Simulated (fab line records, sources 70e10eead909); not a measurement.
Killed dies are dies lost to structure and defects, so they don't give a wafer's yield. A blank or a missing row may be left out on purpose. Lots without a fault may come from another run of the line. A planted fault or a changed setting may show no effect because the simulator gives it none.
fab line records | flow nand_harc
record lots=24 wafers=72 last_day=24
route steps=1159 shown A_STAIRCASE@592
lots that met no fault: from a run of the same line without faults
start_h: hours from the record's first day to the start of the lot's first wafer shown | wait_h: hours since the lot's step before | " the same as in the row above | L1.1+2: a row that stands for several wafers | - no value, or no start given | * or withheld: withheld | < > ~ a bound
route shown NAME@n: a module of which the file shows steps, and the number in the route of the first | usual: mean/standard deviation of fault-free wafers | same: alike in all rows | chamber/n: place in a boat | sites: the reading at each site | _std_site: their standard deviation | _edge_site: outer sites' mean less inner sites' | radius_mm: how far each site lies from the wafer's centre | mask NAME#n: copy n | behind: the tool/chamber that last shaped the wafer | hold: why the lot was held/for how many hours/how that ended | device: the transistor (n, p or np) that didn't switch | end of line: the same wafers' tests at the end of the route | a step without rows: its recipe alone | killed: dies lost to structure and defects at the first sort, not the wafer's yield | map: a wafer's dies, x killed, . not, _ none there
set.NAME: the setting as run; set.NAME@STEP: as run at that earlier step | model.NAME: the simulator's own value behind a step, which no gauge read
steps of the route over a sample of lots; a table a step, a row a wafer
services: from which hour (start_h, from the record's first day; less than 0 if before it) a tool's chamber was out of use, for how many hours, and why
## steps
# step NHARC_A_STAIRCASE_TRIM_198
# recipe time_s=211.2 o2_flow_sccm=500 ar_flow_sccm=0 bias_w=0 chemistry=O2
# usual drypump_motor_current_A=5.4/0.48 oes_product_au=1.002/0.011 rf_vpp_V=57.7/0.98 showerhead_plenum_p_Torr=3.54/0.17 throttle_valve_pct=17.036/0.0093
# columns lot.wafer tool chamber start_h wait_h drypump_motor_current_A oes_product_au rf_hours_counter_h rf_vpp_V showerhead_plenum_p_Torr throttle_valve_pct
L074.1 rie_diel-04 2 - - 5.7 1.011 47 56.7 3.61 17.027
L074.2 " 0 " " 5.7 1.007 45 57.3 3.45 17.044
L074.6 " 3 " " 6.3 0.996 - 56.3 3.28 17.042
L075.3 rie_diel-03 0 - - 5.7 0.983 10 57.4 3.60 17.038
L075.1 " 2 " " 5.2 0.998 9 57.1 3.77 17.025
L075.5 " 1 " " 4.7 1.017 - 59.3 3.69 17.029
L076.3 rie_diel-04 3 - - 6.3 0.995 52 56.1 3.28 17.026
L076.2 " 2 " " 5.7 1.015 50 58.1 3.61 17.047
L076.5 " 0 " " 5.7 1.019 - 56.6 3.45 17.054
L077.2 rie_diel-04 0 - - 5.7 1.009 48 57.2 3.45 17.031
L077.4 " 2 " " 5.7 1.002 50 57.6 3.61 17.020
L077.5 " 0 " " 5.7 1.016 - 56.7 3.45 17.023
L079.3 rie_diel-04 2 - - 5.7 1.008 56 56.3 3.61 17.025
L079.4 " 0 " " 5.7 1.014 53 58.5 3.45 17.022
L079.5 " 2 " " 5.7 1.012 - 58.1 3.61 17.051
L078.2 rie_diel-03 2 - - 5.2 1.001 19 58.0 3.76 17.026
L078.6 " 0 " " 5.8 0.978 - 58.5 3.59 17.023
L078.5 " 1 " " 4.7 1.003 - 57.7 3.68 17.046
L081.4 rie_diel-04 2 - - 5.7 1.008 58 57.6 3.60 17.047
L081.2 " 1 " " 5.1 1.012 54 57.2 3.37 17.027
L081.6 " 3 " " 6.3 0.997 - 58.0 3.28 17.042
L080.4 rie_diel-09 0 - - 6.4 0.993 5 56.8 3.62 17.036
L080.1 " 1 " " 5.0 1.002 5 56.7 3.32 17.035
L080.5 " 1 " " 5.0 1.008 - 56.0 3.32 17.039
L084.4 rie_diel-03 2 - - 5.2 0.991 26 58.0 3.76 17.042
L084.2 " 1 " " 4.7 1.014 24 58.7 3.68 17.040
L084.5 " 3 " " 5.3 0.992 - 56.6 3.32 17.030
L082.4 rie_diel-03 2 - - 5.2 1.004 26 58.8 3.76 17.040
L082.1 " 1 " " 4.8 1.012 24 58.7 3.68 17.039
L082.6 " 3 " " 5.3 0.985 - 56.7 3.32 17.034
L083.3 rie_diel-03 1 - - 4.7 1.031 25 59.3 3.68 17.036
L083.5 " 0 " " 5.7 0.991 - 58.4 3.59 17.041
L083.6 " 1 " " 4.8 1.011 - 59.0 3.68 17.031
L085.4 rie_diel-04 0 - - 5.7 0.993 1 58.6 3.44 17.021
L085.3 " 2 " " 5.7 1.022 1 57.1 3.60 17.037
L085.6 " 1 " " 5.2 1.018 - 57.3 3.36 17.038
L086.2 rie_diel-09 1 - - 5.0 1.005 25 57.8 3.31 17.033
L086.4 " 2 " " 5.6 1.001 25 57.4 3.63 17.055
L086.5 " 3 " " 5.6 1.003 - 58.4 3.69 17.046
L087.2 rie_diel-04 3 - - 6.2 1.001 10 57.3 3.80 17.032
L087.1 " 1 " " 5.2 1.017 7 56.2 3.36 17.036
L087.3 " 2 " " 5.7 1.020 9 58.5 3.60 17.043
L088.2 rie_diel-03 1 336.12 0.3 4.7 1.012 33 57.9 3.68 17.026
L088.4 " 3 " " 5.3 0.998 - 57.1 3.31 17.057
L088.5 " 1 " " 4.7 1.003 - 58.0 3.67 17.042
L089.4 rie_diel-03 1 336.34 0.4 4.7 1.001 - 57.8 3.67 17.035
L089.3 " 3 " " 5.3 0.995 - 55.7 3.31 17.044
L089.6 " 1 " " 4.7 1.010 - 58.1 3.67 17.029
L090.2 rie_diel-04 3 - - 6.3 1.026 16 56.5 3.80 17.025
L090.4 " 0 " " 5.7 1.004 15 58.4 3.43 17.041
L090.6 " 3 " " 6.2 0.996 - 58.2 3.80 17.016
L091.1 rie_diel-03 1 - - 4.7 1.011 37 57.4 3.67 17.052
L091.2 " 3 " " 5.3 1.003 44 56.8 3.31 17.036
L091.5 " 2 " " 5.2 0.998 - 58.8 3.75 17.037
L092.1 rie_diel-04 0 - - 5.7 0.993 17 58.0 3.43 17.039
L092.3 " 1 " " 5.1 1.004 16 57.5 3.36 17.029
L092.4 " 2 " " 5.7 0.998 18 57.2 3.59 17.049
L096.1 rie_diel-03 1 - - 4.7 0.995 46 58.4 3.67 17.028
L096.3 " 3 " " 5.3 0.996 54 56.0 3.30 17.052
L096.5 " 2 " " 5.2 0.982 - 60.4 3.74 17.034
L095.2 rie_diel-03 3 - - 5.3 0.995 54 57.4 3.30 17.027
L095.6 " 2 " " 5.2 0.995 - 57.6 3.74 17.027
L095.5 " 3 " " 5.3 1.004 - 57.3 3.30 17.045
L093.2 rie_diel-03 3 - - 5.3 0.994 55 56.4 3.30 17.060
L093.4 " 1 " " 4.7 1.017 - 58.1 3.67 17.042
L093.5 " 3 " " 5.3 0.994 - 56.8 3.30 17.022
L094.3 rie_diel-03 2 - - 5.1 0.994 55 56.6 3.74 17.036
L094.4 " 1 " " 4.7 0.999 - 57.7 3.67 17.034
L094.5 " 2 " " 5.2 0.998 - 57.1 3.74 17.018
L097.1 rie_diel-09 3 - - 5.6 0.999 49 58.8 3.68 17.024
L097.2 " 2 " " 5.6 1.004 47 57.5 3.61 17.029
L097.5 " 3 " " 5.6 0.995 - 58.2 3.68 17.052
# step NHARC_A_STAIRCASE_ETCH_203
# recipe target_depth_a=1000 time_s=40.5 ion_energy_ev=400 c4f8_flow_sccm=20 o2_flow_sccm=10 ar_flow_sccm=withheld rf_w=600 bias_w=1000 chemistry=C4F8/O2
# usual oes_product_au=0.945/0.012 rf_vpp_V=896/6.3
# columns lot.wafer tool chamber start_h wait_h oes_product_au rf_hours_counter_h rf_vpp_V
L074.1 rie_diel-04 2 - - 0.955 47 900
L074.2 " 0 " " 0.965 45 892
L074.6 " 2 " " 0.939 - 899
L075.1 rie_diel-03 1 - - 0.954 9 902
L075.3 " 3 " " 0.941 11 887
L075.5 " 2 " " 0.958 - 904
L076.3 rie_diel-04 0 - - 0.952 48 894
L076.2 " 3 " " 0.923 53 888
L076.5 " 0 " " 0.947 - 892
L077.2 rie_diel-04 2 - - 0.951 51 898
L077.4 " 3 " " 0.960 53 887
L077.5 " 2 " " 0.947 - 900
L079.4 rie_diel-04 2 - - 0.953 56 898
L079.3 " 3 " " 0.936 60 887
L079.5 " 1 " " 0.949 - 891
L078.2 rie_diel-03 1 - - 0.951 19 903
L078.6 " 3 " " 0.936 - 888
L078.5 " 0 " " 0.933 - 898
L081.4 rie_diel-04 1 - - 0.970 54 890
L081.2 " 2 " " 0.960 59 899
L081.6 " 1 " " 0.962 - 890
L080.1 rie_diel-09 2 - - 0.960 6 900
L080.4 " 3 " " 0.970 7 902
L080.5 " 3 " " 0.962 - 903
L084.4 rie_diel-03 0 - - 0.930 29 897
L084.2 " 1 " " 0.947 25 902
L084.5 " 3 " " 0.931 - 888
L082.4 rie_diel-03 1 - - 0.952 25 903
L082.1 " 2 " " 0.939 26 905
L082.6 " 1 " " 0.954 - 903
L083.3 rie_diel-03 0 - - 0.926 29 899
L083.5 " 0 " " 0.943 - 899
L083.6 " 1 " " 0.962 - 902
L085.4 rie_diel-04 1 - - 0.964 1 889
L085.3 " 0 " " 0.949 1 893
L085.6 " 2 " " 0.958 - 897
L086.2 rie_diel-09 3 - - 0.952 25 902
L086.4 " 0 " " 0.944 25 898
L086.5 " 2 " " 0.950 - 899
L087.2 rie_diel-04 0 - - 0.935 9 892
L087.3 " 1 " " 0.973 8 890
L087.1 " 3 " " 0.947 11 906
L088.2 rie_diel-03 3 - - 0.933 41 888
L088.4 " 1 " " 0.949 - 901
L088.5 " 1 " " 0.949 - 901
L089.4 rie_diel-03 3 - - 0.932 - 887
L089.3 " 1 " " 0.948 - 902
L089.6 " 3 " " 0.930 - 887
L090.2 rie_diel-04 1 - - 0.960 14 890
L090.4 " 2 " " 0.949 16 897
L090.6 " 2 " " 0.949 - 898
L091.2 rie_diel-03 1 - - 0.951 37 901
L091.1 " 3 " " 0.945 44 888
L091.5 " 2 " " 0.936 - 903
L092.4 rie_diel-04 3 - - 0.956 19 906
L092.3 " 0 " " 0.961 18 892
L092.1 " 1 " " 0.962 16 891
L096.1 rie_diel-03 2 - - 0.924 53 904
L096.3 " 1 " " 0.940 47 901
L096.5 " 1 " " 0.942 - 902
L095.2 rie_diel-03 3 - - 0.939 55 888
L095.6 " 2 " " 0.939 - 902
L095.5 " 3 " " 0.932 - 887
L093.2 rie_diel-03 2 - - 0.929 54 904
L093.5 " 3 " " 0.931 - 888
L093.4 " 1 " " 0.948 - 902
L094.3 rie_diel-03 3 - - 0.939 58 887
L094.5 " 2 " " 0.935 - 904
L094.4 " 3 " " 0.932 - 888
L097.1 rie_diel-09 2 - - 0.933 48 899
L097.2 " 3 " " 0.937 49 900
L097.5 " 0 " " 0.928 - 898
# step NHARC_A_STAIRCASE_TRIM_224
# recipe time_s=211.2 o2_flow_sccm=500 ar_flow_sccm=0 bias_w=0 chemistry=O2
# usual drypump_motor_current_A=5.6/0.44 oes_product_au=1.004/0.0099 rf_vpp_V=57.8/0.88 showerhead_plenum_p_Torr=3.54/0.17 throttle_valve_pct=17.037/0.0085
# columns lot.wafer tool chamber start_h wait_h drypump_motor_current_A oes_product_au rf_hours_counter_h rf_vpp_V showerhead_plenum_p_Torr throttle_valve_pct
L074.1 rie_diel-03 1 - - 4.8 1.009 10 58.1 3.69 17.041
L074.2 " 2 " " 5.2 1.002 10 57.6 3.77 17.042
L074.6 " 1 " " 4.7 1.007 - 57.3 3.69 17.037
L075.1 rie_diel-04 1 - - 5.1 1.010 45 57.8 3.37 17.042
L075.3 " 3 " " 6.3 0.998 51 57.9 3.28 17.035
L075.5 " 2 " " 5.7 1.013 - 58.7 3.61 17.051
L076.2 rie_diel-03 2 - - 5.2 1.000 15 57.1 3.76 17.038
L076.3 " 3 " " 5.3 0.988 17 57.8 3.32 17.033
L076.5 " 2 " " 5.2 1.011 - 58.9 3.76 17.038
L077.4 rie_diel-04 3 - - 6.3 0.994 54 56.3 3.28 17.037
L077.2 " 0 " " 5.7 1.013 49 57.7 3.45 17.040
L077.5 " 3 " " 6.3 0.981 - 60.1 3.28 17.048
L079.3 rie_diel-09 3 - - 5.6 1.007 4 57.8 3.71 17.028
L079.4 " 0 " " 6.4 0.984 4 57.5 3.62 17.037
L079.5 " 2 " " 5.6 0.995 - 57.4 3.64 17.046
L078.2 rie_diel-04 1 - - 5.1 1.009 53 57.8 3.37 17.040
L078.5 " 1 " " 5.1 1.011 - 57.7 3.37 17.041
L078.6 " 2 " " 5.7 1.008 - 55.9 3.60 17.021
L081.2 rie_diel-04 2 - - 5.7 1.000 59 57.6 3.60 17.036
L081.4 " 3 " " 6.3 0.985 63 57.3 3.28 17.033
L081.6 " 2 " " 5.7 0.999 - 58.5 3.60 17.042
L080.1 rie_diel-03 0 - - 5.8 0.991 27 57.7 3.59 17.036
L080.4 " 1 " " 4.7 1.020 22 57.4 3.68 17.026
L080.5 " 1 " " 4.7 1.020 - 58.7 3.68 17.027
L084.2 rie_diel-09 2 - - 5.6 1.012 11 58.0 3.63 17.028
L084.4 " 1 " " 5.0 1.017 12 57.1 3.32 17.027
L084.5 " 2 " " 5.6 1.009 - 58.0 3.63 17.043
L082.1 rie_diel-09 2 - - 5.6 1.007 11 56.3 3.63 17.032
L082.4 " 1 " " 5.0 1.008 12 56.3 3.32 17.031
L082.6 " 2 " " 5.7 1.017 - 58.5 3.63 17.037
L083.3 rie_diel-03 2 - - 5.2 1.004 28 58.8 3.76 17.028
L083.6 " 2 " " 5.1 1.005 - 58.5 3.76 17.040
L083.5 " 3 " " 5.3 0.986 - 58.9 3.32 17.040
L085.3 rie_diel-04 0 - - 5.7 0.996 1 58.6 3.44 17.043
L085.4 " 1 " " 5.2 1.010 1 58.1 3.36 17.045
L085.6 " 1 " " 5.1 1.020 - 57.1 3.36 17.023
L086.2 rie_diel-03 3 - - 5.3 1.001 36 56.0 3.31 17.028
L086.4 " 3 " " 5.3 0.999 - 56.3 3.31 17.037
L086.5 " 3 " " 5.3 0.998 - 58.1 3.31 17.051
L087.3 rie_diel-09 1 - - 5.0 1.013 28 57.2 3.31 17.038
L087.2 " 2 " " 5.7 0.996 28 58.0 3.62 17.039
L087.1 " 3 " " 5.6 1.002 29 58.8 3.69 17.041
L088.2 rie_diel-09 0 - - 6.4 0.998 32 56.6 3.60 17.023
L088.4 " 3 " " 5.6 0.994 - 58.1 3.69 17.024
L088.5 " 2 " " 5.6 1.006 - 58.5 3.62 17.036
L089.4 rie_diel-04 3 - - 6.3 1.000 15 58.4 3.80 17.039
L089.3 " 1 " " 5.1 1.019 13 56.7 3.36 17.038
L089.6 " 3 " " 6.2 1.002 - 58.2 3.80 17.024
L090.2 rie_diel-04 1 - - 5.1 1.016 15 57.1 3.36 17.028
L090.4 " 3 " " 6.3 1.015 17 59.6 3.80 17.046
L090.6 " 2 " " 5.7 1.011 - 58.2 3.59 17.037
L091.1 rie_diel-04 3 - - 6.2 1.007 17 60.1 3.80 17.053
L091.2 " 0 " " 5.7 1.001 16 57.6 3.43 17.035
L091.5 " 0 " " 5.7 1.006 - 56.7 3.43 17.059
L092.1 rie_diel-04 3 - - 6.3 1.006 21 57.3 3.80 17.029
L092.4 " 0 " " 5.7 1.010 19 57.6 3.43 17.026
L092.3 " 2 " " 5.7 1.011 20 57.6 3.59 17.029
L096.1 rie_diel-09 2 - - 5.6 0.996 43 58.8 3.62 17.029
L096.3 " 3 " " 5.6 1.005 45 60.3 3.68 17.054
L096.5 " 0 " " 6.4 0.983 - 58.6 3.59 17.046
L095.2 rie_diel-04 3 - - 6.3 1.008 27 58.1 3.79 17.030
L095.5 " 0 " " 5.7 0.999 - 57.4 3.43 17.033
L095.6 " 1 " " 5.2 1.019 - 55.7 3.35 17.023
L093.2 rie_diel-04 1 - - 5.2 1.026 26 58.4 3.35 17.036
L093.4 " 0 " " 5.7 1.002 27 57.2 3.43 17.026
L093.5 " 2 " " 5.7 0.999 - 56.2 3.59 17.038
L094.3 rie_diel-03 3 - - 5.3 0.996 59 57.3 3.30 17.021
L094.5 " 1 " " 4.8 0.996 - 57.6 3.66 17.028
L094.4 " 2 " " 5.2 0.994 - 58.3 3.74 17.038
L097.2 rie_diel-04 3 - - 6.3 1.014 32 59.2 3.79 17.038
L097.1 " 1 " " 5.1 1.017 30 58.6 3.35 17.031
L097.5 " 1 " " 5.1 1.018 - 57.9 3.35 17.048
# step NHARC_A_STAIRCASE_ETCH_236
# recipe target_depth_a=1000 time_s=40.5 ion_energy_ev=400 c4f8_flow_sccm=20 o2_flow_sccm=10 ar_flow_sccm=withheld rf_w=600 bias_w=1000 chemistry=C4F8/O2
# usual oes_product_au=0.944/0.013 rf_vpp_V=896/6.2
# columns lot.wafer tool chamber start_h wait_h oes_product_au rf_hours_counter_h rf_vpp_V
L074.1 rie_diel-03 0 - - 0.905 13 898
L074.2 " 1 " " 0.928 11 901
L074.6 " 0 " " 0.924 - 898
L075.1 rie_diel-03 1 - - 0.946 11 901
L075.3 " 2 " " 0.948 11 904
L075.5 " 0 " " 0.918 - 897
L077.2 rie_diel-09 1 - - 0.946 2 888
L077.4 " 0 " " 0.930 2 900
L077.5 " 1 " " 0.948 - 891
L076.3 rie_diel-04 1 - - 0.951 50 891
L076.2 " 2 " " 0.949 55 898
L076.5 " 0 " " 0.952 - 894
L079.3 rie_diel-04 3 - - 0.959 61 886
L079.4 " 0 " " 0.962 55 893
L079.5 " 0 " " 0.957 - 892
L078.2 rie_diel-04 1 - - 0.968 54 892
L078.5 " 0 " " 0.952 - 893
L078.6 " 1 " " 0.973 - 892
L081.4 rie_diel-03 3 - - 0.921 27 888
L081.2 " 0 " " 0.913 27 897
L081.6 " 2 " " 0.931 - 904
L080.1 rie_diel-03 0 - - 0.934 28 897
L080.4 " 2 " " 0.931 25 904
L080.5 " 0 " " 0.934 - 900
L084.2 rie_diel-09 3 - - 0.941 13 901
L084.4 " 0 " " 0.928 14 899
L084.5 " 3 " " 0.950 - 902
L082.1 rie_diel-09 3 - - 0.949 14 902
L082.4 " 0 " " 0.928 14 898
L082.6 " 2 " " 0.938 - 899
L083.3 rie_diel-03 3 - - 0.949 31 887
L083.6 " 1 " " 0.960 - 901
L083.5 " 2 " " 0.937 - 905
L085.4 rie_diel-04 2 - - 0.955 2 898
L085.3 " 0 " " 0.967 2 892
L085.6 " 2 " " 0.962 - 899
L086.2 rie_diel-03 3 - - 0.932 - 888
L086.4 " 3 " " 0.933 - 888
L086.5 " 3 " " 0.931 - 888
L087.1 rie_diel-04 1 - - 0.962 9 890
L087.2 " 2 " " 0.958 10 900
L087.3 " 3 " " 0.945 12 907
L088.4 rie_diel-09 3 - - 0.947 33 901
L088.2 " 0 " " 0.948 33 898
L088.5 " 2 " " 0.941 - 899
L089.3 rie_diel-04 3 - - 0.950 16 905
L089.4 " 0 " " 0.947 15 893
L089.6 " 3 " " 0.940 - 907
L090.4 rie_diel-09 0 - - 0.931 35 899
L090.2 " 2 " " 0.936 34 900
L090.6 " 0 " " 0.926 - 900
L091.1 rie_diel-04 3 - - 0.958 18 905
L091.2 " 1 " " 0.954 15 890
L091.5 " 3 " " 0.947 - 906
L092.1 rie_diel-04 0 - - 0.942 20 893
L092.3 " 1 " " 0.971 18 889
L092.4 " 3 " " 0.936 22 905
L095.2 rie_diel-04 3 - - 0.952 28 906
L095.5 " 3 " " 0.953 - 906
L095.6 " 0 " " 0.942 - 893
L096.3 rie_diel-09 0 - - 0.947 45 898
L096.1 " 2 " " 0.953 45 898
L096.5 " 3 " " 0.969 - 903
L093.2 rie_diel-09 1 - - 0.919 43 888
L093.4 " 2 " " 0.932 - 900
L093.5 " 3 " " 0.932 - 902
L094.3 rie_diel-03 1 - - 0.950 52 900
L094.5 " 2 " " 0.942 - 906
L094.4 " 1 " " 0.958 - 900
L097.2 rie_diel-09 0 - - 0.936 47 899
L097.1 " 1 " " 0.963 46 887
L097.5 " 2 " " 0.953 - 900
# step NHARC_A_STAIRCASE_DESCUM_252
# recipe time_s=3 o2_flow_sccm=200 ar_flow_sccm=0 bias_power_w=0 chemistry=O2
# usual drypump_motor_current_A=5.5/0.48 oes_product_au=1.004/0.0092 rf_vpp_V=57.8/0.83 showerhead_plenum_p_Torr=1.92/0.096 throttle_valve_pct=11.311/0.0092
# columns lot.wafer tool chamber start_h wait_h drypump_motor_current_A oes_product_au rf_hours_counter_h rf_vpp_V showerhead_plenum_p_Torr throttle_valve_pct
L074.2 rie_diel-04 2 258.80 - 5.7 1.011 50 58.1 1.96 11.306
L074.1 " 3 " " 6.2 1.002 53 56.6 1.77 11.308
L074.6 " 2 " " 5.7 1.017 - 56.1 1.96 11.312
L075.1 rie_diel-04 2 259.28 - 5.7 0.997 50 59.2 1.96 11.309
L075.3 " 3 " " 6.3 0.988 53 56.8 1.77 11.320
L075.5 " 2 " " 5.7 1.003 - 58.2 1.96 11.316
L077.2 rie_diel-09 2 267.90 - 5.6 0.999 3 58.6 1.98 11.310
L077.4 " 1 " " 5.0 1.000 2 59.3 1.79 11.310
L077.5 " 3 " " 5.6 1.004 - 57.8 2.02 11.292
L076.2 rie_diel-04 1 268.25 - 5.1 1.017 50 57.5 1.82 11.308
L076.3 " 2 " " 5.7 1.010 55 57.4 1.96 11.319
L076.5 " 0 " " 5.7 1.014 - 58.6 1.87 11.318
L079.4 rie_diel-09 0 276.63 - 6.4 0.988 5 57.6 1.96 11.327
L079.3 " 2 " " 5.6 0.986 5 57.8 1.98 11.301
L079.5 " 0 " " 6.4 0.990 - 57.2 1.96 11.308
L078.2 rie_diel-09 3 279.55 - 5.6 1.005 6 56.3 2.02 11.312
L078.6 " 3 " " 5.6 1.009 - 58.5 2.02 11.312
L078.5 " 0 " " 6.3 0.998 - 58.1 1.96 11.291
L081.2 rie_diel-09 0 288.37 - 6.4 0.989 10 58.2 1.96 11.313
L081.4 " 3 " " 5.6 1.018 10 58.7 2.01 11.322
L081.6 " 1 " " 5.0 1.013 - 56.6 1.79 11.315
L080.4 rie_diel-09 0 289.64 - 6.4 0.993 11 57.8 1.96 11.301
L080.1 " 1 " " 5.0 1.003 10 57.6 1.79 11.316
L080.5 " 0 " " 6.4 0.995 - 57.3 1.96 11.301
L084.4 rie_diel-09 3 297.52 - 5.6 1.005 14 58.1 2.01 11.304
L084.2 " 2 " " 5.6 1.014 13 58.4 1.97 11.326
L084.5 " 0 " " 6.4 0.998 - 57.4 1.96 11.325
L082.1 rie_diel-09 3 297.71 - 5.6 1.004 14 58.1 2.01 11.312
L082.4 " 0 " " 6.4 0.985 15 57.5 1.96 11.325
L082.6 " 1 " " 5.0 1.001 - 58.2 1.79 11.316
L083.3 rie_diel-03 3 298.53 - 5.3 0.991 31 56.7 1.79 11.314
L083.5 " 2 " " 5.2 1.007 - 56.3 2.05 11.298
L083.6 " 3 " " 5.3 0.994 - 57.5 1.79 11.312
L085.3 rie_diel-04 0 307.08 - 5.7 0.988 2 59.3 1.86 11.310
L085.4 " 2 " " 5.7 1.015 2 58.4 1.96 11.310
L085.6 " 0 " " 5.7 0.989 - 57.0 1.86 11.307
L086.2 rie_diel-03 3 333.01 - 5.3 1.007 39 58.2 1.79 11.308
L086.4 " 1 " " 4.7 1.007 - 58.0 2.00 11.303
L086.5 " 3 " " 5.3 0.999 - 56.9 1.79 11.299
L087.1 rie_diel-03 1 335.93 - 4.7 1.002 33 58.7 2.00 11.304
L087.2 " 3 " " 5.3 0.997 40 58.0 1.79 11.303
L087.3 " 1 " " 4.7 1.013 - 58.8 2.00 11.314
L088.4 rie_diel-04 0 343.74 - 5.7 0.997 15 58.0 1.86 11.304
L088.2 " 2 " " 5.7 1.005 16 57.5 1.95 11.301
L088.5 " 3 " " 6.3 1.006 - 57.6 2.07 11.312
L089.4 rie_diel-04 2 344.03 - 5.7 1.007 16 57.5 1.95 11.317
L089.3 " 1 " " 5.1 1.009 14 57.5 1.81 11.302
L089.6 " 2 " " 5.7 1.011 - 57.1 1.95 11.306
L090.2 rie_diel-03 2 349.05 - 5.2 1.008 44 57.5 2.04 11.307
L090.4 " 3 " " 5.3 0.992 - 56.8 1.79 11.303
L090.6 " 1 " " 4.7 1.018 - 57.6 2.00 11.342
L091.2 rie_diel-03 1 349.19 - 4.7 1.009 38 58.2 2.00 11.320
L091.1 " 3 " " 5.3 0.988 46 57.4 1.79 11.325
L091.5 " 2 " " 5.2 0.993 - 58.5 2.04 11.310
L092.3 rie_diel-04 0 357.09 - 5.7 1.006 20 56.5 1.86 11.307
L092.4 " 1 " " 5.1 1.017 18 58.1 1.81 11.315
L092.1 " 2 " " 5.8 0.999 21 58.4 1.95 11.321
L095.2 rie_diel-09 2 371.22 - 5.6 0.995 45 58.8 1.96 11.293
L095.5 " 3 " " 5.6 0.997 - 57.7 2.00 11.304
L095.6 " 0 " " 6.4 0.985 - 58.7 1.95 11.310
L096.1 rie_diel-09 3 371.45 - 5.6 1.004 47 58.2 2.00 11.308
L096.3 " 1 " " 5.0 1.017 43 58.5 1.78 11.305
L096.5 " 3 " " 5.6 1.010 - 57.8 2.00 11.319
L093.2 rie_diel-04 2 374.25 - 5.7 1.007 28 57.2 1.95 11.323
L093.4 " 3 " " 6.2 1.012 29 58.4 2.07 11.322
L093.5 " 3 " " 6.2 1.005 - 59.5 2.07 11.324
L094.4 rie_diel-09 1 377.27 - 5.0 1.018 44 56.4 1.78 11.315
L094.3 " 2 " " 5.6 1.011 46 57.5 1.96 11.327
L094.5 " 1 " " 5.1 1.010 - 58.3 1.78 11.316
L097.2 rie_diel-03 2 386.09 - 5.2 0.999 61 58.8 2.03 11.298
L097.1 " 3 " " 5.3 0.999 63 57.8 1.78 11.307
L097.5 " 2 " " 5.2 1.001 - 57.4 2.03 11.291
# step NHARC_A_STAIRCASE_ETCH_253
# recipe target_depth_a=500 time_s=20.2 ion_energy_ev=400 c4f8_flow_sccm=20 o2_flow_sccm=10 ar_flow_sccm=withheld rf_w=600 bias_w=1000 chemistry=C4F8/O2
# usual oes_product_au=0.948/0.022 rf_vpp_V=896/6.3
# columns lot.wafer tool chamber start_h wait_h oes_product_au rf_hours_counter_h rf_vpp_V
L074.2 rie_diel-04 3 258.90 0.1 0.946 53 885
L074.1 " 1 " " 0.954 46 890
L074.6 " 2 " " 0.939 - 898
L075.3 rie_diel-04 2 259.49 0.2 0.955 50 899
L075.1 " 0 " " 0.946 48 892
L075.5 " 3 " " 0.934 - 885
L077.2 rie_diel-09 1 267.99 0.1 0.978 2 888
L077.4 " 3 " " 0.972 3 903
L077.5 " 1 " " 0.978 - 889
L076.3 rie_diel-04 3 268.34 0.1 0.927 59 887
L076.2 " 0 " " 0.935 53 892
L076.5 " 2 " " 0.932 - 898
L079.3 rie_diel-09 0 276.72 0.1 0.959 5 898
L079.4 " 1 " " 0.959 5 888
L079.5 " 0 " " 0.960 - 898
L078.2 rie_diel-09 2 279.64 0.1 0.975 6 901
L078.6 " 1 " " 0.987 - 886
L078.5 " 2 " " 0.981 - 901
L081.2 rie_diel-09 1 288.46 0.1 0.926 9 889
L081.4 " 3 " " 0.929 10 903
L081.6 " 1 " " 0.931 - 887
L080.1 rie_diel-09 0 289.77 0.1 0.927 11 899
L080.4 " 3 " " 0.936 10 902
L080.5 " 0 " " 0.918 - 900
L084.2 rie_diel-09 0 297.66 0.1 0.941 15 899
L084.4 " 2 " " 0.948 13 899
L084.5 " 1 " " 0.976 - 888
L082.4 rie_diel-09 2 297.78 0.1 0.942 13 900
L082.1 " 3 " " 0.961 14 902
L082.6 " 2 " " 0.947 - 898
L083.3 rie_diel-03 3 298.62 0.1 0.916 31 889
L083.5 " 0 " " 0.908 - 898
L083.6 " 1 " " 0.928 - 901
L085.3 rie_diel-04 3 307.16 0.1 0.947 2 905
L085.4 " 1 " " 0.960 2 888
L085.6 " 0 " " 0.932 - 894
L086.2 rie_diel-03 1 333.16 0.1 0.962 31 902
L086.4 " 1 " " 0.964 - 903
L086.5 " 1 " " 0.963 - 902
L087.2 rie_diel-03 1 336.46 0.5 0.936 33 902
L087.1 " 3 " " 0.936 41 888
L087.3 " 3 " " 0.932 - 889
L088.4 rie_diel-04 2 343.82 0.1 0.988 16 899
L088.2 " 3 " " 0.975 17 905
L088.5 " 2 " " 0.980 - 899
L089.3 rie_diel-04 3 344.12 0.1 0.962 17 906
L089.4 " 1 " " 0.999 14 889
L089.6 " 3 " " 0.968 - 907
L090.2 rie_diel-03 1 349.14 0.1 0.929 38 902
L090.4 " 2 " " 0.923 - 904
L090.6 " 1 " " 0.929 - 902
L091.2 rie_diel-03 2 349.30 0.1 0.923 44 904
L091.1 " 1 " " 0.930 38 901
L091.5 " 3 " " 0.923 - 886
L092.3 rie_diel-04 2 357.18 0.1 0.989 21 896
L092.4 " 3 " " 0.979 22 905
L092.1 " 0 " " 0.966 20 892
L095.2 rie_diel-09 2 371.28 0.1 0.923 45 899
L095.5 " 1 " " 0.920 - 889
L095.6 " 2 " " 0.923 - 899
L096.3 rie_diel-09 2 371.58 0.1 0.934 45 900
L096.1 " 0 " " 0.934 45 899
L096.5 " 1 " " 0.952 - 889
L093.4 rie_diel-04 0 374.39 0.1 0.930 28 893
L093.2 " 2 " " 0.934 28 899
L093.5 " 0 " " 0.929 - 892
L094.3 rie_diel-09 0 377.36 0.1 0.976 45 899
L094.4 " 2 " " 0.956 46 901
L094.5 " 3 " " 0.981 - 902
L097.1 rie_diel-03 3 386.44 0.3 0.923 63 887
L097.2 " 1 " " 0.938 56 902
L097.5 " 3 " " 0.923 - 887
## services
# columns tool chamber start_h hours kind
rie_diel-03 - 241.52 0.1 repair
rie_diel-04 0 243.56 - clean
rie_diel-04 1 243.56 - clean
rie_diel-04 2 243.56 - clean
rie_diel-04 3 243.56 - clean
rie_diel-09 - 254.10 9.0 pm
rie_diel-04 0 268.06 - clean
rie_diel-04 1 268.06 - clean
rie_diel-04 2 268.06 - clean
rie_diel-04 3 268.06 - clean
rie_diel-03 1 277.25 7.0 repair
rie_diel-04 0 289.15 9.0 vent_cycle
rie_diel-04 1 289.15 9.0 vent_cycle
rie_diel-04 2 289.15 9.0 vent_cycle
rie_diel-04 0 298.15 - clean
rie_diel-04 1 298.15 - clean
rie_diel-04 2 298.15 - clean
rie_diel-03 3 309.67 6.2 repair
rie_diel-03 1 312.57 18.9 repair
rie_diel-03 - 333.37 0.1 repair
rie_diel-09 1 339.50 1.9 repair
rie_diel-09 0 353.43 2.7 repair
rie_diel-09 0 371.94 1.3 repair
rie_diel-04 0 377.78 7.9 repair
## key
fault none
